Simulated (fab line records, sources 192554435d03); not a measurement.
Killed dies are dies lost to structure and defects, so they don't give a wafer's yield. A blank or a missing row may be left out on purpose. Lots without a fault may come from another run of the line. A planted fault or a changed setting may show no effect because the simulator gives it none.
fab line records | flow n5_finfet
record lots=10 wafers=30 last_day=19
route steps=1938 shown BEOL_M4@1063 PASSIVATION@1936
lots that met no fault: from a run of the same line without faults
start_h: hours from the record's first day to the start of the lot's first wafer shown | wait_h: hours since the lot's step before | " the same as in the row above | L1.1+2: a row that stands for several wafers | - no value, or no start given | * or withheld: withheld | < > ~ a bound
route shown NAME@n: a module of which the file shows steps, and the number in the route of the first | usual: mean/standard deviation of fault-free wafers | same: alike in all rows | chamber/n: place in a boat | sites: the reading at each site | _std_site: their standard deviation | _edge_site: outer sites' mean less inner sites' | radius_mm: how far each site lies from the wafer's centre | mask NAME#n: copy n | behind: the tool/chamber that last shaped the wafer | hold: why the lot was held/for how many hours/how that ended | device: the transistor (n, p or np) that didn't switch | end of line: the same wafers' tests at the end of the route | a step without rows: its recipe alone | killed: dies lost to structure and defects at the first sort, not the wafer's yield | map: a wafer's dies, x killed, . not, _ none there
set.NAME: the setting as run; set.NAME@STEP: as run at that earlier step | model.NAME: the simulator's own value behind a step, which no gauge read
steps of the route over a sample of lots; a table a step, a row a wafer
services: from which hour (start_h, from the record's first day; less than 0 if before it) a tool's chamber was out of use, for how many hours, and why
## steps
# step N5_BEOL_M4_ETCHBACK_99
# recipe chemistry=CHF3 target=SiO2 target_depth_a=50 time_s=10.4 source_w=215 bias_w=47 Ar_flow_sccm=200 CHF3_flow_sccm=12 ion_energy_ev=100 pressure_mtorr=30
# usual drypump_motor_current_A=5.7/0.44 oes_product_au=0.75/0.085 rf_vpp_V=242/4.9 showerhead_plenum_p_Torr=2.17/0.082 throttle_valve_pct=17.13/0.27
# columns lot.wafer tool chamber start_h wait_h drypump_motor_current_A oes_product_au rf_hours_counter_h rf_vpp_V showerhead_plenum_p_Torr throttle_valve_pct
L485.2 rie_diel-05 2 197.14 5.7 5.5 0.71 206 244 2.21 16.87
L485.4 " 3 " " 6.1 0.74 170 241 2.14 17.19
L485.5 " 2 " " 5.5 0.72 - 242 2.21 16.87
L484.2 rie_diel-04 0 198.50 4.7 5.6 0.79 90 233 2.08 16.71
L484.5 " 3 " " 5.7 0.69 - 241 2.22 17.49
L484.6 " 0 " " 5.6 0.79 - 234 2.08 16.70
L486.2 rie_diel-04 0 213.84 18.1 5.6 0.77 96 234 2.08 16.70
L486.4 " 3 " " 5.7 0.69 225 241 2.22 17.49
L486.6 " 1 " " 5.3 0.69 - 244 2.23 17.55
L491.3 rie_diel-04 1 231.84 15.7 5.3 0.68 229 244 2.23 17.55
L491.5 " 2 " " 6.0 0.73 - 238 2.05 17.03
L491.6 " 3 " " 5.7 0.68 - 242 2.21 17.51
L492.3 rie_diel-05 0 231.88 11.9 5.6 0.67 224 249 2.12 17.49
L492.5 " 1 " " 6.5 0.66 - 241 2.04 17.40
L492.6 " 2 " " 5.5 0.71 - 241 2.20 16.89
L493.2 rie_diel-02 3 242.90 12.1 4.9 0.70 238 246 2.11 17.09
L493.3 " 0 " " 5.8 0.95 5 245 2.30 16.68
L493.4 " 1 " " 5.8 0.69 222 239 2.20 17.27
L497.4 rie_diel-02 0 265.25 19.7 5.8 0.93 14 247 2.30 16.70
L497.5 " 3 " " 4.9 0.69 - 250 2.10 17.12
L497.6 " 2 " " 6.4 0.81 - 245 2.27 17.04
L501.1 rie_diel-02 0 287.38 8.8 5.7 0.90 21 246 2.29 16.70
L501.2 " 1 " " 5.8 0.67 239 238 2.20 17.31
L501.4 " 2 " " 6.4 0.80 - 247 2.26 17.05
L506.2 rie_diel-02 1 313.79 1.0 5.8 0.67 251 240 2.19 17.31
L506.3 " 2 " " 6.4 0.78 118 247 2.26 17.09
L506.6 " 2 " " 6.4 0.78 - 247 2.26 17.09
L507.3 rie_diel-04 0 322.88 2.8 5.6 0.74 139 231 2.06 16.76
L507.4 " 3 " " 5.8 0.92 9 242 2.20 17.19
L507.5 " 0 " " 5.6 0.74 - 233 2.06 16.80
# step N5_BEOL_M4_CVD_47
# recipe material=Co target_thk_a=30 temp_c=withheld precursor=CCTBA/H2 pressure_torr=30 time_s=223.8
# usual run_length_s=246.5/0.42
# columns lot.wafer tool chamber start_h wait_h run_length_s
L485.2 cvd_co-01 1 199.36 0.2 247.4
L485.4 " 2 " " 246.1
L485.5 " 0 " " 246.5
L484.2 cvd_co-02 0 199.76 0.0 245.8
L484.5 " 2 " " 246.6
L484.6 " 0 " " 245.5
L486.2 cvd_co-02 1 215.07 0.1 246.5
L486.4 " 0 " " 246.1
L486.6 " 2 " " 246.4
L491.3 cvd_co-02 1 233.58 0.1 137.5
L491.5 " 2 " " 137.2
L491.6 " 0 " " 136.6
L492.3 cvd_co-02 0 233.72 0.2 136.9
L492.5 " 0 " " 136.3
L492.6 " 2 " " 137.2
L493.2 cvd_co-02 1 244.62 0.3 137.8
L493.3 " 0 " " 136.3
L493.4 " 0 " " 136.6
L497.4 cvd_co-01 1 267.32 0.3 246.6
L497.5 " 0 " " 246.5
L497.6 " 2 " " 246.5
L501.1 cvd_co-01 2 290.08 0.0 246.8
L501.2 " 1 " " 246.8
L501.4 " 1 " " 246.5
L506.2 cvd_co-01 0 315.32 0.3 246.2
L506.3 " 2 " " 246.2
L506.6 " 2 " " 246.7
L507.3 cvd_co-01 2 324.79 0.0 246.1
L507.4 " 2 " " 246.6
L507.5 " 1 " " 246.4
# step N5_BEOL_M4_ANNEAL_87
# recipe temp_c=400 time_s=240 ambient=vacuum
# usual heater_power_w=842/85 susceptor_temp_C=399.97/0.21
# columns lot.wafer tool chamber start_h wait_h heater_power_w susceptor_temp_C
L485.2 pvd_sputter-01 - 200.34 0.0 843 399.87
L485.4 " - " " 816 399.92
L485.5 " - " " 821 399.61
L484.2 pvd_sputter-02 - 200.76 0.0 880 399.96
L484.5 " - " " 743 400.27
L484.6 " - " " 988 399.88
L486.2 pvd_sputter-03 - 216.07 0.0 944 399.68
L486.4 " - " " 940 399.82
L486.6 " - " " 922 400.15
L491.3 pvd_sputter-03 - 234.60 0.0 704 400.08
L491.5 " - " " 783 399.98
L491.6 " - " " 727 399.84
L492.3 pvd_sputter-01 - 236.34 0.0 823 400.14
L492.5 " - " " 856 400.11
L492.6 " - " " 800 400.14
L493.2 pvd_sputter-01 - 247.01 0.0 716 399.96
L493.3 " - " " 818 399.77
L493.4 " - " " 854 399.75
L497.4 pvd_sputter-02 - 269.66 0.0 879 400.10
L497.5 " - " " 872 400.14
L497.6 " - " " 992 399.86
L501.1 pvd_sputter-02 - 291.02 0.0 1004 399.86
L501.2 " - " " 874 400.28
L501.4 " - " " 902 400.00
L506.2 pvd_sputter-01 - 316.58 0.0 806 400.24
L506.3 " - " " 705 400.08
L506.6 " - " " 712 399.75
L507.3 pvd_sputter-02 - 325.73 0.0 779 399.45
L507.4 " - " " 908 399.89
L507.5 " - " " 775 399.65
# step N5_BEOL_M4_SPUTTER_88
# recipe material=Cu target_thk_a=45 temp_c=-20 chamber_pressure_pa=0.07 power_w=withheld time_s=8.29
# usual susceptor_temp_C=-20.00/0.094 throttle_valve_pct=30.2/1
# columns lot.wafer tool chamber start_h wait_h susceptor_temp_C throttle_valve_pct
L485.2 pvd_sputter-01 - 200.48 0.1 -20.00 28.0
L485.4 " - " " -19.80 30.2
L485.5 " - " " -20.06 30.2
L484.2 pvd_sputter-02 - 200.90 0.1 -19.87 29.9
L484.5 " - " " -20.16 29.6
L484.6 " - " " -20.10 30.2
L486.2 pvd_sputter-03 - 216.21 0.1 -20.10 30.1
L486.4 " - " " -19.95 29.7
L486.6 " - " " -20.10 29.7
L491.3 pvd_sputter-03 - 234.74 0.1 -19.93 31.5
L491.5 " - " " -20.01 31.3
L491.6 " - " " -20.02 31.4
L492.3 pvd_sputter-01 - 236.48 0.1 -20.15 28.1
L492.5 " - " " -19.94 28.1
L492.6 " - " " -19.88 30.3
L493.2 pvd_sputter-01 - 247.15 0.1 -19.99 30.3
L493.3 " - " " -20.01 30.1
L493.4 " - " " -20.00 30.7
L497.4 pvd_sputter-02 - 269.80 0.1 -19.86 29.5
L497.5 " - " " -19.97 29.5
L497.6 " - " " -20.01 30.2
L501.1 pvd_sputter-02 - 291.16 0.1 -20.02 30.6
L501.2 " - " " -19.85 29.8
L501.4 " - " " -20.07 31.9
L506.2 pvd_sputter-01 - 316.72 0.1 -19.89 30.1
L506.3 " - " " -20.05 30.2
L506.6 " - " " -19.92 30.1
L507.3 pvd_sputter-02 - 325.87 0.1 -20.11 29.5
L507.4 " - " " -20.11 31.7
L507.5 " - " " -20.06 29.7
# step N5_BEOL_M4_RC_MEAS_101
# usual DIBL_N=36.6/1.9 DIBL_P=36.7/2.2 IOFF_N=0.16/0.035 IOFF_P=0.22/0.038 ION_N=672/14 ION_P=462/8.3 SS_N=71.6/0.65 SS_P=73.5/0.72 VT_N=250/3.5 VT_P=-250/3.1
# columns lot.wafer tool chamber start_h wait_h DIBL_N[mV/V] DIBL_P[mV/V] IOFF_N[nA/um] IOFF_P[nA/um] ION_N[uA/um] ION_P[uA/um] SS_N[mV/dec] SS_P[mV/dec] VT_N[mV] VT_P[mV]
L485.2 prober-02 0 202.64 0.2 37.8 36.2 0.15 0.21 666 459 71.6 72.7 250 -249
L485.4 " 0 " " 42.0 40.1 0.27 0.27 682 458 73.9 74.7 245 -249
L485.5 " 0 " " 34.8 33.9 0.13 0.18 680 468 71.1 72.6 252 -251
L484.2 prober-01 0 203.17 0.2 39.2 40.5 0.22 0.34 686 483 71.1 74.5 243 -239
L484.5 " 0 " " 37.5 39.0 0.17 0.29 677 471 71.0 73.9 247 -244
L484.6 " 0 " " 33.2 32.6 0.10 0.18 646 455 69.9 72.5 255 -252
L486.2 prober-02 0 218.38 0.2 37.3 37.3 0.16 0.25 690 480 71.2 73.6 248 -247
L486.4 " 0 " " 33.2 32.7 0.11 0.18 685 474 70.0 72.5 253 -250
L486.6 " 0 " " 34.2 34.5 0.13 0.20 676 477 70.5 72.5 251 -249
L491.3 prober-01 0 237.16 0.3 35.9 35.8 0.14 0.16 675 454 71.9 73.2 254 -256
L491.5 " 0 " " 37.0 38.1 0.17 0.21 661 455 71.1 74.0 250 -252
L491.6 " 0 " " 38.1 38.4 0.18 0.22 685 465 72.2 74.1 250 -254
L492.3 prober-01 0 238.77 0.3 36.2 36.5 0.14 0.21 674 459 71.4 73.3 256 -252
L492.5 " 0 " " 36.9 37.1 0.16 0.23 673 467 71.7 74.2 251 -245
L492.6 " 0 " " 35.3 35.5 0.13 0.20 674 465 71.0 73.5 251 -250
L493.2 prober-02 0 249.28 0.2 36.3 36.6 0.15 0.21 678 468 71.1 73.3 252 -252
L493.3 " 0 " " 37.3 38.0 0.16 0.23 659 459 71.4 74.0 250 -248
L493.4 " 0 " " 36.5 37.6 0.16 0.22 681 463 71.4 73.7 247 -250
L497.4 prober-01 0 272.38 0.5 35.5 35.2 0.13 0.18 650 451 71.8 73.1 252 -251
L497.5 " 0 " " 33.3 32.9 0.11 0.16 656 459 70.9 72.7 254 -254
L497.6 " 0 " " 35.3 34.6 0.14 0.18 665 452 71.5 73.1 253 -251
L501.1 prober-02 0 293.14 0.0 36.2 37.9 0.19 0.24 674 467 71.5 74.5 246 -247
L501.2 " 0 " " 36.8 38.9 0.19 0.25 671 464 71.4 73.9 248 -248
L501.4 " 0 " " 35.7 37.4 0.18 0.23 679 465 72.3 73.9 247 -247
L506.2 prober-02 0 319.81 0.2 38.0 37.2 0.19 0.26 699 472 71.8 73.5 249 -244
L506.3 " 0 " " 39.0 39.1 0.23 0.31 682 467 71.8 74.1 245 -244
L506.6 " 0 " " 37.8 36.6 0.18 0.25 674 463 72.4 73.6 248 -245
L507.3 prober-01 0 328.16 0.3 37.0 38.4 0.17 0.22 674 467 71.4 73.3 251 -250
L507.4 " 0 " " 36.8 38.0 0.17 0.24 676 459 72.2 74.1 248 -248
L507.5 " 0 " " 38.7 39.6 0.20 0.26 694 470 72.2 73.6 249 -248
# step N5_PASSIVATION_PROBE_49
# usual defect_limited_yield=91.6/1.4 killed_at_M0_to_M3=35/10 killed_at_M4_up=13/4.8 killed_at_contacts=12/7.2 killed_at_front_end=36/12 killed_at_other=4/3.1 killed_dies=100/17 killed_open=66/13 killed_short=32/7.3 sort_bin_4_leakage=0.00/0.0099 sort_bin_5_function=5.0/0.94 sort_bin_6_memory=3.1/0.67 sort_bin_8_speed=0.01/0.047 sort_n_pass=1080/17 sort_yield_pct=91.6/1.4
# same gross_dies=1180 killed_at_back_side=0
# columns lot.wafer tool chamber start_h wait_h defect_limited_yield[%] killed_at_M0_to_M3 killed_at_M4_up killed_at_contacts killed_at_front_end killed_at_other killed_dies killed_open killed_short sort_bin_4_leakage[%] sort_bin_5_function[%] sort_bin_6_memory[%] sort_bin_8_speed[%] sort_n_pass sort_yield_pct[%]
L485.2 prober-02 - 311.78 0.1 91.5 43 11 20 24 2 100 64 36 0 4.5 3.4 0 1080 91.5
L485.4 prober-02 - 311.88 0.2 90.9 47 14 8 35 3 107 69 38 0.08 5.3 3.7 0 1072 90.8
L485.5 prober-02 - 311.93 0.2 89.5 60 16 15 31 2 124 69 51 0 6.3 3.7 0 1056 89.5
L484.2 prober-01 - 317.24 0.1 91.8 38 8 12 35 4 97 59 38 0 4.1 3.6 0 1083 91.8
L484.5 prober-01 - 317.39 0.2 91.0 41 14 16 35 0 106 76 30 0 5.5 3.5 0 1074 91.0
L484.6 prober-01 - 317.44 0.3 93.1 40 3 11 28 0 82 51 31 0 4.9 1.7 0.08 1097 93.0
L486.2 prober-01 - 347.66 0.1 92.7 40 7 12 25 2 86 55 30 0 4.6 2.4 0 1094 92.7
L486.4 prober-01 - 347.76 0.2 92.7 28 12 9 33 4 86 55 31 0 4.7 2.5 0 1094 92.7
L486.6 prober-01 - 347.86 0.3 90.3 46 14 4 49 2 115 79 35 0 5.8 3.8 0 1065 90.3
L491.3 prober-01 - 356.88 0.1 89.7 32 8 16 65 0 121 83 37 0 5.8 4.0 0 1059 89.7
L491.5 prober-01 - 356.98 0.2 91.5 20 17 20 39 4 100 76 24 0 5.1 3.0 0 1080 91.5
L491.6 prober-01 - 357.03 0.3 91.8 33 19 8 31 6 97 68 29 0 5.7 2.5 0 1083 91.8
L492.3 prober-02 - 371.47 0.1 91.0 27 16 12 50 1 106 78 26 0 4.9 3.6 0 1074 91.0
L492.5 prober-02 - 371.57 0.2 89.7 34 20 10 52 6 122 88 32 0 5.6 4.4 0 1058 89.7
L492.6 prober-02 - 371.62 0.3 90.9 23 20 6 56 2 107 78 28 0 4.2 4.7 0 1073 90.9
L493.2 prober-02 - 375.75 0.1 94.4 28 10 10 17 1 66 48 18 0 2.8 2.7 0 1114 94.4
L493.3 prober-02 - 375.80 0.1 96.0 18 4 9 13 3 47 35 12 0 2.5 1.4 0 1133 96.0
L493.4 prober-02 - 375.85 0.2 93.3 32 11 15 21 0 79 58 21 0 3.6 2.7 0 1101 93.3
L497.4 prober-01 - 389.16 0.2 92.3 26 11 15 32 7 91 55 36 0 4.1 3.0 0 1089 92.3
L497.5 prober-01 - 389.21 0.2 91.3 47 18 7 24 7 103 68 33 0 5.4 3.0 0 1077 91.3
L497.6 prober-01 - 389.26 0.3 91.7 30 15 7 41 5 98 66 32 0 5.5 2.6 0 1082 91.7
L501.1 prober-01 - 409.14 0.0 89.8 60 11 14 34 1 120 80 40 0 5.7 4.2 0 1060 89.8
L501.2 prober-01 - 409.19 0.1 92.7 29 12 13 32 0 86 54 29 0 4.6 2.4 0 1094 92.7
L501.4 prober-01 - 409.29 0.2 89.7 48 22 15 35 1 121 94 27 0 5.3 4.5 0 1059 89.7
L506.2 prober-01 - 446.20 0.1 90.3 39 10 6 57 2 114 72 41 0 5.8 3.5 0 1066 90.3
L506.3 prober-01 - 446.25 0.1 91.8 36 9 3 36 13 97 67 30 0 5.3 2.8 0 1083 91.8
L506.6 prober-01 - 446.40 0.3 91.5 30 6 9 49 6 100 61 38 0 5.2 3.1 0 1080 91.5
L507.3 prober-02 - 448.85 0.1 92.1 22 17 19 32 3 93 62 30 0 4.5 3.1 0 1087 92.1
L507.4 prober-02 - 448.90 0.2 90.5 26 16 18 49 3 112 71 41 0 6.0 2.7 0 1068 90.5
L507.5 prober-02 - 448.95 0.2 90.0 50 16 21 23 8 118 83 35 0 5.8 3.7 0 1062 90.0
# killed by level:class
L485.2 MOL_CONTACT_COAG:geometric_particle:open=15 BEOL_M0_SAQP:geometric_particle:short=10 BEOL_M0_SAQP:geometric_particle:open=7 BEOL_M1:geometric_particle:open=7 BEOL_M2:geometric_particle:short=6 MOL_CONTACT_COAG:geometric_particle:short=5 BEOL_M3:geometric_particle:open=5 STARTING-WAFER:geometric_particle:open=5
L485.4 BEOL_M0_SAQP:geometric_particle:open=10 BEOL_M0_SAQP:geometric_particle:short=10 BEOL_M1:geometric_particle:open=9 FIN_SAQP:geometric_particle:open=8 MOL_CONTACT_COAG:geometric_particle:open=8 BEOL_M4:geometric_particle:open=7 FIN_SAQP:geometric_particle:short=6 BEOL_M2:geometric_particle:open=6
L485.5 FIN_SAQP:geometric_particle:short=18 BEOL_M2:geometric_particle:open=14 BEOL_M0_SAQP:geometric_particle:short=13 MOL_CONTACT_COAG:geometric_particle:open=13 BEOL_M3:geometric_particle:open=10 BEOL_M0_SAQP:geometric_particle:open=8 BEOL_M2:geometric_particle:short=7 FIN_SAQP:geometric_particle:open=5
L484.2 FIN_SAQP:geometric_particle:short=11 BEOL_M0_SAQP:geometric_particle:open=10 FIN_SAQP:geometric_particle:open=9 MOL_CONTACT_COAG:geometric_particle:open=9 BEOL_M0_SAQP:geometric_particle:short=7 BEOL_M3:geometric_particle:open=7 DUMMY_GATE:geometric_particle:open=4 BEOL_M2:geometric_particle:open=4
L484.5 MOL_CONTACT_COAG:geometric_particle:open=14 FIN_SAQP:geometric_particle:open=13 BEOL_M2:geometric_particle:open=8 BEOL_M1:geometric_particle:open=6 BEOL_M3:geometric_particle:open=6 BEOL_M0_SAQP:geometric_particle:open=6 BEOL_M5:geometric_particle:open=6 STARTING-WAFER:geometric_particle:short=6
L484.6 MOL_CONTACT_COAG:geometric_particle:open=9 BEOL_M0_SAQP:geometric_particle:short=9 BEOL_M0_SAQP:geometric_particle:open=7 STI_FIN_REVEAL:geometric_particle:open=6 GATE_CUT:geometric_particle:open=6 BEOL_M3:geometric_particle:open=6 FIN_SAQP:geometric_particle:short=5 BEOL_M3:geometric_particle:short=5
L486.2 BEOL_M3:geometric_particle:open=12 BEOL_M2:geometric_particle:open=9 BEOL_M0_SAQP:geometric_particle:short=8 MOL_CONTACT_COAG:geometric_particle:open=7 GATE_CUT:geometric_particle:short=6 FIN_SAQP:geometric_particle:open=5 MOL_CONTACT_COAG:geometric_particle:short=5 BEOL_M0:geometric_particle:open=4
L486.4 STI_FIN_REVEAL:geometric_particle:open=13 BEOL_M2:geometric_particle:open=9 MOL_CONTACT_COAG:geometric_particle:open=7 BEOL_M0_SAQP:geometric_particle:open=6 FIN_SAQP:geometric_particle:short=3 BEOL_M0_SAQP:geometric_particle:short=3 BEOL_M4:geometric_particle:open=3 BEOL_M1:geometric_particle:short=3
L486.6 BEOL_M0_SAQP:geometric_particle:open=15 GATE_CUT:geometric_particle:short=11 BEOL_M5:geometric_particle:open=10 BEOL_M3:geometric_particle:open=9 BEOL_M0_SAQP:geometric_particle:short=8 STI_FIN_REVEAL:geometric_particle:open=7 BEOL_M2:geometric_particle:open=7 FIN_SAQP:geometric_particle:open=5
L491.3 STI_FIN_REVEAL:geometric_particle:open=25 MOL_CONTACT_COAG:geometric_particle:open=13 FIN_SAQP:geometric_particle:open=12 BEOL_M0_SAQP:geometric_particle:short=9 BEOL_M0_SAQP:geometric_particle:open=8 BEOL_M3:geometric_particle:open=6 BEOL_M3:geometric_particle:short=6 STARTING-WAFER:geometric_particle:short=5
L491.5 MOL_CONTACT_COAG:geometric_particle:open=16 STI_FIN_REVEAL:geometric_particle:open=13 BEOL_M4:geometric_particle:open=11 FIN_SAQP:geometric_particle:open=7 FIN_SAQP:geometric_particle:short=6 BEOL_M0_SAQP:geometric_particle:open=6 BEOL_M0_SAQP:geometric_particle:short=5 MOL_CONTACT_COAG:geometric_particle:short=4
L491.6 STI_FIN_REVEAL:geometric_particle:open=10 BEOL_M0_SAQP:geometric_particle:short=10 BEOL_M4:geometric_particle:open=10 BEOL_M0_SAQP:geometric_particle:open=9 MOL_CONTACT_COAG:geometric_particle:open=7 FIN_SAQP:geometric_particle:open=5 BEOL_M3:geometric_particle:open=5 ILD0:geometric_particle:short=4
L492.3 STI_FIN_REVEAL:geometric_particle:open=17 MOL_CONTACT_COAG:geometric_particle:open=10 BEOL_M2:geometric_particle:open=7 BEOL_M4:geometric_particle:open=7 FIN_SAQP:geometric_particle:short=6 FIN_SAQP:geometric_particle:open=6 DUMMY_GATE:geometric_particle:open=4 BEOL_M0:geometric_particle:open=4
L492.5 STI_FIN_REVEAL:geometric_particle:open=13 BEOL_M4:geometric_particle:open=12 DUMMY_GATE:geometric_particle:open=11 MOL_CONTACT_COAG:geometric_particle:open=9 BEOL_M1:geometric_particle:open=9 FIN_SAQP:geometric_particle:short=7 BEOL_M2:geometric_particle:short=6 FIN_SAQP:geometric_particle:open=5
L492.6 STI_FIN_REVEAL:geometric_particle:open=20 BEOL_M4:geometric_particle:open=14 BEOL_M2:geometric_particle:open=8 FIN_SAQP:geometric_particle:short=7 ILD0:geometric_particle:open=5 BEOL_M0_SAQP:geometric_particle:open=5 FIN_SAQP:geometric_particle:open=4 STI_FIN_REVEAL:geometric_particle:short=4
L493.2 MOL_CONTACT_COAG:geometric_particle:open=8 BEOL_M1:geometric_particle:open=8 BEOL_M3:geometric_particle:open=8 STI_FIN_REVEAL:geometric_particle:open=5 BEOL_M2:geometric_particle:open=4 ILD0:geometric_particle:short=3 BEOL_M0_SAQP:geometric_particle:short=3 BEOL_M4:geometric_particle:open=3
L493.3 MOL_CONTACT_COAG:geometric_particle:open=6 BEOL_M1:geometric_particle:open=6 BEOL_M0_SAQP:geometric_particle:open=4 BEOL_M2:geometric_particle:open=4 SPACER0:geometric_particle:open=3 MOL_CONTACT_COAG:geometric_particle:short=3 FIN_SAQP:geometric_particle:open=2 FIN_SAQP:geometric_particle:short=2
L493.4 MOL_CONTACT_COAG:geometric_particle:open=13 BEOL_M2:geometric_particle:open=8 BEOL_M0:geometric_particle:open=5 BEOL_M1:geometric_particle:open=5 FIN_SAQP:geometric_particle:short=4 DUMMY_GATE:geometric_particle:open=4 BEOL_M0_SAQP:geometric_particle:open=4 BEOL_M1:geometric_particle:short=4
L497.4 MOL_CONTACT_COAG:geometric_particle:open=12 BEOL_M0_SAQP:geometric_particle:short=9 FIN_SAQP:geometric_particle:short=7 GATE_CUT:geometric_particle:open=7 BEOL_M1:geometric_particle:open=6 FIN_SAQP:geometric_particle:open=4 BEOL_M0_SAQP:geometric_particle:open=4 STI_FIN_REVEAL:geometric_particle:open=3
L497.5 BEOL_M0_SAQP:geometric_particle:open=14 BEOL_M0_SAQP:geometric_particle:short=10 FIN_SAQP:geometric_particle:short=8 BEOL_M1:geometric_particle:open=8 MOL_CONTACT_COAG:geometric_particle:open=6 STI_FIN_REVEAL:geometric_particle:open=5 BEOL_M2:geometric_particle:open=5 BEOL_M7:geometric_particle:open=5
L497.6 FIN_SAQP:geometric_particle:open=10 BEOL_M0:geometric_particle:open=8 BEOL_M1:geometric_particle:open=7 MOL_CONTACT_COAG:geometric_particle:open=6 FIN_SAQP:geometric_particle:short=5 GATE_CUT:geometric_particle:open=5 STI_FIN_REVEAL:geometric_particle:open=4 DUMMY_GATE:geometric_particle:open=4
L501.1 BEOL_M0_SAQP:geometric_particle:open=23 BEOL_M0_SAQP:geometric_particle:short=14 BEOL_M3:geometric_particle:open=11 MOL_CONTACT_COAG:geometric_particle:open=10 STI_FIN_REVEAL:geometric_particle:open=9 BEOL_M3:geometric_particle:short=8 GATE_CUT:geometric_particle:short=5 DUMMY_GATE:geometric_particle:open=4
L501.2 MOL_CONTACT_COAG:geometric_particle:open=11 STI_FIN_REVEAL:geometric_particle:open=10 BEOL_M0_SAQP:geometric_particle:short=10 BEOL_M0_SAQP:geometric_particle:open=5 BEOL_M3:geometric_particle:open=5 STI_FIN_REVEAL:geometric_particle:short=4 FIN_SAQP:geometric_particle:open=3 BEOL_M0:geometric_particle:open=3
L501.4 STI_FIN_REVEAL:geometric_particle:open=15 BEOL_M4:geometric_particle:open=14 MOL_CONTACT_COAG:geometric_particle:open=13 BEOL_M3:geometric_particle:open=12 BEOL_M0_SAQP:geometric_particle:open=10 BEOL_M0_SAQP:geometric_particle:short=9 BEOL_M1:geometric_particle:open=8 FIN_SAQP:geometric_particle:open=5
L506.2 STI_FIN_REVEAL:geometric_particle:open=18 FIN_SAQP:geometric_particle:short=15 BEOL_M2:geometric_particle:open=8 FIN_SAQP:geometric_particle:open=6 BEOL_M1:geometric_particle:open=6 BEOL_M3:geometric_particle:open=6 MOL_CONTACT_COAG:geometric_particle:open=4 BEOL_M0_SAQP:geometric_particle:open=4
L506.3 FIN_SAQP:geometric_particle:open=11 BEOL_M3:geometric_particle:open=10 FIN_SAQP:geometric_particle:short=9 BEOL_M2:geometric_particle:open=9 DUMMY_GATE:geometric_particle:open=5 BEOL_M0_SAQP:geometric_particle:short=5 BEOL_M1:geometric_particle:open=5 PAD_METAL:geometric_particle:open=5
L506.6 BEOL_M1:geometric_particle:open=14 FIN_SAQP:geometric_particle:open=11 STI_FIN_REVEAL:geometric_particle:open=11 FIN_SAQP:geometric_particle:short=10 MOL_CONTACT_COAG:geometric_particle:open=6 GATE_CUT:geometric_particle:short=4 BEOL_M0_SAQP:geometric_particle:short=4 BEOL_M0:geometric_particle:open=4
L507.3 MOL_CONTACT_COAG:geometric_particle:open=13 FIN_SAQP:geometric_particle:open=7 GATE_CUT:geometric_particle:open=6 MOL_CONTACT_COAG:geometric_particle:short=6 BEOL_M2:geometric_particle:open=5 BEOL_M0_SAQP:geometric_particle:short=5 STARTING-WAFER:geometric_particle:open=5 BEOL_M0:geometric_particle:open=4
L507.4 MOL_CONTACT_COAG:geometric_particle:open=15 FIN_SAQP:geometric_particle:short=11 BEOL_M1:geometric_particle:open=9 GATE_CUT:geometric_particle:short=8 BEOL_M4:geometric_particle:open=8 FIN_SAQP:geometric_particle:open=7 GATE_CUT:geometric_particle:open=6 BEOL_M0_SAQP:geometric_particle:short=6
L507.5 MOL_CONTACT_COAG:geometric_particle:open=18 BEOL_M0_SAQP:geometric_particle:short=12 BEOL_M0_SAQP:geometric_particle:open=11 BEOL_M0:geometric_particle:open=10 BEOL_M3:geometric_particle:open=6 FIN_SAQP:geometric_particle:open=5 STI_FIN_REVEAL:geometric_particle:open=5 MIM_TOP:geometric_particle:open=5
## services
# columns tool chamber start_h hours kind
rie_diel-02 0 205.33 - clean
rie_diel-02 0 205.33 - consumable_replace:focus_ring
rie_diel-02 0 205.33 - consumable_replace:showerhead
rie_diel-02 0 205.33 23.1 scheduled_down
rie_diel-02 0 205.33 23.1 vent_cycle
cvd_co-02 - 214.02 0.4 repair
rie_diel-02 1 236.01 1.8 repair
rie_diel-04 - 241.54 0.5 repair
cvd_co-01 2 254.90 3.5 repair
cvd_co-02 - 255.23 0.4 repair
rie_diel-02 - 268.92 2.8 pm
pvd_sputter-01 - 272.01 0.5 repair
rie_diel-02 3 279.76 - clean
rie_diel-02 3 279.76 - consumable_replace:focus_ring
rie_diel-02 3 279.76 24.2 scheduled_down
rie_diel-02 3 279.76 24.2 vent_cycle
rie_diel-04 3 284.47 - clean
rie_diel-04 3 284.47 - consumable_replace:focus_ring
rie_diel-04 3 284.47 19.3 scheduled_down
rie_diel-05 2 293.30 10.5 repair
rie_diel-05 - 300.33 0.8 repair
rie_diel-02 0 304.01 13.7 repair
cvd_co-02 - 305.78 6.9 pm
cvd_co-01 - 321.62 1.0 repair
## key
first_sign step=N5_BEOL_M4_CVD_47 reading=run_length_s direction=down sigmas=99+ usual=* struck=*
effect none on later readings
met_at N5_BEOL_M4_CVD_47
struck_lots L491,L492,L493
not_acting_at N5_BEOL_M4_ETCHBACK_99,N5_BEOL_M4_ANNEAL_87,N5_BEOL_M4_SPUTTER_88
fault kind=process_parameter_drift tool=cvd_co-02 chamber=- onset_h=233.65 steps=N5_BEOL_M4_CVD_47 channel=time_s offset=* shape=step acts_in=* stated=*
